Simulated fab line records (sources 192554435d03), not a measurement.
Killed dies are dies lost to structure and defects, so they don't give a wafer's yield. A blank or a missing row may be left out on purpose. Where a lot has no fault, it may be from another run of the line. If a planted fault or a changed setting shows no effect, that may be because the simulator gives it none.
fab line records    flow n5-finfet
record: lots: 6  wafers: 18  last-day: 22
route steps=1938 shown BEOL_M5@1174
lots that met no fault: taken from a fault-free run of the same line
start-h: hours from the record's opening day to when the first of the lot's shown wafers began    wait-h: time in hours since the lot's previous step    " unchanged from the row above    L1.1+2: a row that stands for several wafers    - value missing, or start not given    * or withheld: withheld    < > ~ a bound
route shown NAME@n: a module of which the file shows steps, and the number in the route of the first    usual: mean/standard deviation of fault-free wafers    same: alike in all rows    chamber/n: place in a boat    sites: readings site by site    _std_site: the values' standard deviation    _edge_site: inner sites' mean taken away from outer sites' mean    radius-mm: how far each site lies from the wafer's centre    mask NAME#n: copy n    behind: the last tool/chamber to shape the wafer    hold: why the lot was held/for how many hours/how that ended    device: whichever transistor did not switch (one of n, p or np)    end of line: tests run on the same wafers once the route is complete    a step given without rows: its recipe and nothing more    killed: at the first sort, the dies lost to defects and structure; wafer yield is something else    map: shows each die of a wafer: x if killed, . if not, _ if none is there
set.NAME: the run value of the setting; set.NAME@STEP: its run value at that earlier step    model.NAME: the simulator's own value behind a step, which no gauge read
lots at selected steps of the route; one table per step, one row per wafer
services: from which hour (start-h, from the record's first day; less than 0 if before it) a tool's chamber was out of use, for how many hours, and why
== steps ==
step: N5_BEOL_M5_CVD_47
recipe: material: Co  target-thk-a: 30  temp-c: withheld  precursor: CCTBA/H2  pressure-torr: 30  time-s: 216
step: N5_BEOL_M5_SPUTTER_48
recipe: material: Cu  target-thk-a: 150  temp-c: -20  chamber-pressure-pa: 0.07  power-w: withheld  time-s: 27.62
usual: throttle-valve-pct: 29.6/1.1
lot.wafer  tool            chamber  start-h  wait-h  throttle-valve-pct
L489.2     pvd-sputter-02  -        226.80   0.1     28.9
L489.3     "               -        "        "       31.0
L489.5     "               -        "        "       29.0
L496.1     pvd-sputter-01  -        327.07   0.1     29.2
L496.2     "               -        "        "       28.5
L496.3     "               -        "        "       29.9
L497.3     pvd-sputter-01  -        333.96   1.2     29.0
L497.4     "               -        "        "       31.3
L497.5     "               -        "        "       29.2
L502.1     pvd-sputter-02  -        357.62   0.1     31.0
L502.2     "               -        "        "       30.4
L502.4     "               -        "        "       28.7
L505.2     pvd-sputter-01  -        399.79   0.2     29.5
L505.3     "               -        "        "       30.0
L505.6     "               -        "        "       31.2
L506.2     pvd-sputter-02  -        400.37   0.3     30.3
L506.3     "               -        "        "       28.4
L506.4     "               -        "        "       28.3
step: N5_BEOL_M5_ANNEAL_49
recipe: temp-c: 400  time-s: 1800  ambient: vacuum
usual: heater-power-w: 811/77
lot.wafer  tool            chamber  start-h  wait-h  heater-power-w
L489.2     pvd-sputter-02  -        226.88   0.0     776
L489.3     "               -        "        "       938
L489.5     "               -        "        "       722
L496.1     pvd-sputter-01  -        327.15   0.0     823
L496.2     "               -        "        "       805
L496.3     "               -        "        "       716
L497.3     pvd-sputter-01  -        334.04   0.0     846
L497.4     "               -        "        "       705
L497.5     "               -        "        "       835
L502.1     pvd-sputter-02  -        357.70   0.0     929
L502.2     "               -        "        "       865
L502.4     "               -        "        "       713
L505.2     pvd-sputter-01  -        399.87   0.0     826
L505.3     "               -        "        "       735
L505.6     "               -        "        "       728
L506.2     pvd-sputter-02  -        400.45   0.0     888
L506.3     "               -        "        "       725
L506.4     "               -        "        "       774
step: N5_BEOL_M5_SPUTTER_81
recipe: material: Cu  target-thk-a: 150  temp-c: -20  chamber-pressure-pa: 0.07  power-w: withheld  time-s: 27.62
usual: throttle-valve-pct: 29.6/1.1
lot.wafer  tool            chamber  start-h  wait-h  throttle-valve-pct
L489.2     pvd-sputter-02  -        227.88   0.5     28.9
L489.3     "               -        "        "       31.0
L489.5     "               -        "        "       28.7
L496.1     pvd-sputter-01  -        328.16   0.5     29.4
L496.2     "               -        "        "       28.3
L496.3     "               -        "        "       30.0
L497.3     pvd-sputter-01  -        335.04   0.5     29.5
L497.4     "               -        "        "       31.5
L497.5     "               -        "        "       29.4
L502.1     pvd-sputter-02  -        358.70   0.5     31.1
L502.2     "               -        "        "       30.0
L502.4     "               -        "        "       28.5
L505.2     pvd-sputter-01  -        400.87   0.5     29.4
L505.3     "               -        "        "       29.9
L505.6     "               -        "        "       31.3
L506.2     pvd-sputter-02  -        401.46   0.5     30.5
L506.3     "               -        "        "       28.5
L506.4     "               -        "        "       28.6
step: N5_BEOL_M5_ANNEAL_82
recipe: temp-c: 400  time-s: 1800  ambient: vacuum
step: N5_BEOL_M5_SPUTTER_83
recipe: material: Cu  target-thk-a: 150  temp-c: -20  chamber-pressure-pa: 0.07  power-w: withheld  time-s: 27.62
step: N5_BEOL_M5_ANNEAL_84
recipe: temp-c: 400  time-s: 1800  ambient: vacuum
step: N5_BEOL_M5_SPUTTER_88
recipe: material: Cu  target-thk-a: 150  temp-c: -20  chamber-pressure-pa: 0.07  power-w: withheld  time-s: 27.62
step: N5_BEOL_M5_ANNEAL_89
recipe: temp-c: 400  time-s: 1800  ambient: vacuum
step: N5_BEOL_M5_SPUTTER_90
recipe: material: Cu  target-thk-a: 45  temp-c: -20  chamber-pressure-pa: 0.07  power-w: withheld  time-s: 8.29
usual: throttle-valve-pct: 29.6/1.1
lot.wafer  tool            chamber  start-h  wait-h  throttle-valve-pct
L489.2     pvd-sputter-02  -        231.14   0.5     28.7
L489.3     "               -        "        "       31.1
L489.5     "               -        "        "       28.7
L496.1     pvd-sputter-01  -        331.42   0.5     29.5
L496.2     "               -        "        "       28.4
L496.3     "               -        "        "       30.0
L497.3     pvd-sputter-01  -        338.30   0.5     29.7
L497.4     "               -        "        "       31.4
L497.5     "               -        "        "       29.4
L502.1     pvd-sputter-02  -        361.96   0.5     31.1
L502.2     "               -        "        "       29.8
L502.4     "               -        "        "       29.0
L505.2     pvd-sputter-01  -        404.13   0.5     29.8
L505.3     "               -        "        "       30.2
L505.6     "               -        "        "       31.4
L506.2     pvd-sputter-02  -        404.72   0.5     29.6
L506.3     "               -        "        "       28.7
L506.4     "               -        "        "       28.8
step: N5_BEOL_M5_ECD_50
recipe: material: Cu  target-thk-a: 3000
step: N5_BEOL_M5_ANNEAL_51
recipe: temp-c: 225  time-s: 90  ambient: N2
usual: wafer_temp_C_max: 226.14/0.26
lot.wafer  tool           chamber  start-h  wait-h  wafer_temp_C_max
L489.2     rtp-anneal-01  0        231.39   0.1     226.74
L489.3     "              0        "        "       226.22
L489.5     "              0        "        "       226.27
L496.1     rtp-anneal-01  0        331.62   0.1     226.62
L496.2     "              0        "        "       226.59
L496.3     "              0        "        "       226.46
L497.3     rtp-anneal-02  0        338.60   0.1     226.20
L497.4     "              0        "        "       226.20
L497.5     "              0        "        "       225.96
L502.1     rtp-anneal-02  0        362.34   0.2     226.23
L502.2     "              0        "        "       226.39
L502.4     "              0        "        "       226.23
L505.2     rtp-anneal-01  0        404.38   0.1     226.38
L505.3     "              0        "        "       225.97
L505.6     "              0        "        "       226.33
L506.2     rtp-anneal-02  0        404.98   0.1     226.04
L506.3     "              0        "        "       226.21
L506.4     "              0        "        "       226.04
step: N5_BEOL_M5_CMP_52
recipe: stop-on: SiCOH_lowk  t-overpolish-s: 6.9  down-force-psi: 1  platen-rpm: 50  clearing-platen-down-force-psi: 1.5  clearing-platen-rpm: 50  post-cmp-clean: cu-alkaline  target-thk-nm: 62  clearing-platen-pad-velocity-m-s: 0.99484  pad-velocity-m-s: 0.99484
usual: barrier-field-endpoint-s: 24.7/0.66  motor-current-A: 6.2/0.73  overpolish-run-s: 6.900/0.0089  platen-rpm: 50.00/0.035  time-to-endpoint-s: 63/3
same: t-overpolish-s: 6.9
lot.wafer  tool    chamber  start-h  wait-h  barrier-field-endpoint-s  motor-current-A  overpolish-run-s  platen-rpm  time-to-endpoint-s  model.SiCOH_lowk_of_BEOL_M5_ILD_DEP_00.thk-nm  model.Cu_of_BEOL_M5_ECD_50.thk-nm
L489.3     cmp-04  0        231.68   0.2     24.6                      5.7              6.904             50.02       61                  117.6                                          62.2
L489.2     "       2        "        "       24.2                      6.1              6.899             50.08       61                  116.2                                          61.6
L489.5     "       0        "        "       25.0                      5.9              6.907             49.95       63                  118.2                                          62.8
L496.3     cmp-02  3        331.92   0.2     24.1                      5.3              6.891             49.97       60                  117                                            60.8
L496.2     "       0        "        "       24.4                      6.3              6.914             50.04       59                  118.2                                          60.8
L496.1     "       2        "        "       13.8                      6.6              6.910             49.98       34                  116.4                                          59.8
L497.4     cmp-02  0        338.80   0.1     13.3                      6.2              6.898             50.00       31                  115.8                                          59.8
L497.3     "       3        "        "       23.2                      4.8              6.916             50.03       58                  116.2                                          62
L497.5     "       0        "        "       13.4                      6.1              6.892             49.98       34                  115                                            58.6
L502.2     cmp-01  0        362.63   0.2     24.8                      6.2              6.909             49.95       65                  116.8                                          61.8
L502.1     "       1        "        "       24.9                      4.6              6.905             50.05       67                  116.6                                          63.6
L502.4     "       2        "        "       25.2                      7.2              6.909             49.98       66                  120.4                                          63
L505.2     cmp-02  1        404.63   0.2     23.2                      6.4              6.906             50.00       60                  115.8                                          65.8
L505.3     "       2        "        "       24.8                      6.8              6.916             50.03       60                  116.8                                          65
L505.6     "       2        "        "       24.1                      6.8              6.899             50.03       58                  119.2                                          63.6
L506.3     cmp-04  3        405.23   0.2     25.3                      6.2              6.903             49.95       66                  117.6                                          64
L506.2     "       0        "        "       24.5                      5.8              6.895             49.98       62                  117                                            62.4
L506.4     "       2        "        "       24.4                      6.1              6.892             49.99       64                  117.6                                          61.8
== services ==
tool           chamber  start-h  hours  kind
rtp-anneal-01  -        206.08   1.2    pm
cmp-02         -        215.05   3.4    repair
cmp-02         -        230.85   4.1    repair
cmp-04         -        233.46   4.0    pm
cmp-04         -        237.46   -      consumable-replace:conditioner
cmp-04         -        237.46   -      consumable-replace:pad
cmp-02         -        255.54   4.1    repair
cmp-04         -        264.82   0.8    repair
cmp-01         -        278.77   2.6    repair
cmp-04         -        288.21   0.8    repair
cmp-02         -        291.63   4.0    pm
cmp-02         -        295.63   -      consumable-replace:conditioner
cmp-02         -        295.63   -      consumable-replace:pad
cmp-02         -        295.98   4.2    pm
cmp-01         -        298.90   1.8    repair
cmp-02         -        303.40   0.6    repair
cmp-04         -        303.73   2.6    repair
cmp-02         -        393.48   1.2    repair
cmp-01         -        397.99   2.2    repair
== key ==
first-sign: step: N5_BEOL_M5_CMP_52  reading: barrier-field-endpoint-s  direction: down  sigmas: 17  usual: 24.7  struck: 13.5
effect: step: N5_BEOL_M5_CMP_52  reading: time-to-endpoint-s  direction: down  sigmas: 9.9  usual: *  struck: *
model-effect: step: N5_BEOL_M5_CMP_52  value: SiCOH_lowk_of_BEOL_M5_ILD_DEP_00.thk-nm  without: 118.1  struck: 115.7
met-at N5_BEOL_M5_CMP_52
struck-wafers L496.1,L497.4,L497.5
fault: kind: process-parameter-drift  tool: cmp-02  chamber: -  onset-h: 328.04  steps: N5_BEOL_M5_CMP_52  channel: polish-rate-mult  offset: 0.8  shape: step  end-h: 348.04  scope: struck-wafers-only
